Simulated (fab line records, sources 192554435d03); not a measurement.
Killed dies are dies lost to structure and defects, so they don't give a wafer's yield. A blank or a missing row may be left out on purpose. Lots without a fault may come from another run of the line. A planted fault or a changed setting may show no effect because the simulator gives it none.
Split-lot experiment | flow n5_finfet | 7 lots, 21 wafers read, on a route of 1938 steps

THE SPLIT
At N5_BEOL_M8_COAT_22 (resist thk 30 nm), the setting spin_rpm was moved away from the recipe's 1500 rpm on 9 of the 21 wafers read, by -9.5% to +10.5%. The other wafers ran this setting at the recipe's value.

FROM THE SPLIT TO THE READING: what the file shows between them, 5 steps
- N5_BEOL_M8_EBR_24
- N5_BEOL_M8_SOFTBAKE_23: time 60 s
- N5_BEOL_M8_EXPOSE_25: exposes mask V7, target cd 40 nm
- N5_BEOL_M8_PEB_26: peb time 60 s
- N5_BEOL_M8_DEVELOP_27: develop time 30 s

THE READING
CAR-EUV_of_BEOL_M8_COAT_22.thk_nm (the simulator's own value, which no gauge read), in nm, at N5_BEOL_M8_DESCUM_33 (chemistry O2, time 7 s). The file gives no usual value for it. The 12 wafers here that ran the recipe average 26.1 nm, standard deviation 0.1 nm.

wafer  | tool, chamber at the split | spin_rpm as run, rpm | against the recipe | CAR-EUV_of_BEOL_M8_COAT_22.thk_nm, nm | against lot-mates on the recipe
L075.2 | litho_track-02, 0          | 1500                 | recipe             | 26.2                                  | -
L075.3 | litho_track-02, 0          | 1500                 | recipe             | 26.2                                  | -
L075.4 | litho_track-02, 0          | 1500                 | recipe             | 26.2                                  | -
L081.3 | litho_track-01, 0          | 1500                 | recipe             | 26.2                                  | -
L081.5 | litho_track-01, 0          | 1440                 | -4.0%              | 26.8                                  | +0.6
L081.6 | litho_track-01, 0          | 1440                 | -4.0%              | 26.8                                  | +0.6
L083.3 | litho_track-02, 0          | 1500                 | recipe             | 26.2                                  | -
L083.5 | litho_track-02, 0          | 1357                 | -9.5%              | 27.8                                  | +1.6
L083.6 | litho_track-02, 0          | 1357                 | -9.5%              | 27.6                                  | +1.4
L085.4 | litho_track-02, 0          | 1500                 | recipe             | 26                                    | -
L085.6 | litho_track-02, 0          | 1500                 | recipe             | 26                                    | -
L085.5 | litho_track-02, 0          | 1658                 | +10.5%             | 24.6                                  | -1.4
L089.1 | litho_track-01, 0          | 1429                 | -4.7%              | 26.8                                  | +0.8
L089.3 | litho_track-01, 0          | 1500                 | recipe             | 26                                    | -
L089.6 | litho_track-01, 0          | 1429                 | -4.7%              | 26.6                                  | +0.6
L094.1 | litho_track-02, 0          | 1565                 | +4.3%              | 25.4                                  | -0.6
L094.3 | litho_track-02, 0          | 1500                 | recipe             | 26                                    | -
L094.6 | litho_track-02, 0          | 1500                 | recipe             | 26                                    | -
L096.1 | litho_track-03, 0          | 1571                 | +4.7%              | 25.4                                  | -0.7
L096.4 | litho_track-03, 0          | 1500                 | recipe             | 26.2                                  | -
L096.5 | litho_track-03, 0          | 1500                 | recipe             | 26                                    | -

THE FIT
A straight line over all 21 wafers: CAR-EUV_of_BEOL_M8_COAT_22.thk_nm changes by -0.155 nm for each +1% of spin_rpm; r = -0.99; the points scatter about the line by 0.12 nm.
The same after taking each lot's own level away (the mean of its wafers on the recipe; 21 wafers): -0.147 nm for each +1%; r = -0.99; scatter 0.071 nm.
On that fit, the largest move of spin_rpm shifts the reading by 1.5 nm.
The lots' own levels span 26.00 to 26.20 nm, that is 2.0 times the standard deviation above.
So the lot-to-lot level changes the slope little: the two slopes agree.
Check: with one of the wafers moved furthest among these (+10.5%) left out of the fit, the line predicts -1.6 nm for it against its lot-mates. It came out at -1.4 nm against them.

OTHER SPLITS ON THESE WAFERS
These wafers also went through other splits before the reading. Each is held against what the fit with the lots' levels taken away leaves over:
other split on the same wafers | wafers away from the commonest value | r with CAR-EUV_of_BEOL_M8_COAT_22.thk_nm (lot level and that fit taken away)
N5_BEOL_M6_EXPOSE_25 dose_mj   | 9                                    | +0.01
N5_BEOL_M7_EXPOSE_25 dose_mj   | 5                                    | -0.26
N5_BEOL_M7_DESCUM_33 time_s    | 6                                    | +0.13
N5_BEOL_M8_ETCH_61 bias_w      | 7                                    | +0.17

THE WHOLE CHAIN: every reading that the file lists as answering this split, in the file's order
step                  | what it does           | reading                                                                            | change (the file's fit)               | r (the file's)
N5_BEOL_M8_COAT_22    | resist thk 30 nm       | CAR-EUV_of_BEOL_M8_COAT_22.thk_nm (the simulator's own value, which no gauge read) | -0.155 nm for each +1% of the setting | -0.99
N5_BEOL_M8_DEVELOP_27 | develop time 30 s      | CAR-EUV_of_BEOL_M8_COAT_22.thk_nm (the simulator's own value, which no gauge read) | -0.16 nm for each +1% of the setting  | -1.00
N5_BEOL_M8_DESCUM_33  | chemistry O2, time 7 s | CAR-EUV_of_BEOL_M8_COAT_22.thk_nm (the simulator's own value, which no gauge read) | -0.145 nm for each +1% of the setting | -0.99

THE FILE'S OWN FIT
CAR-EUV_of_BEOL_M8_COAT_22.thk_nm changes by -0.145 nm for each +1% of spin_rpm, r = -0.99.
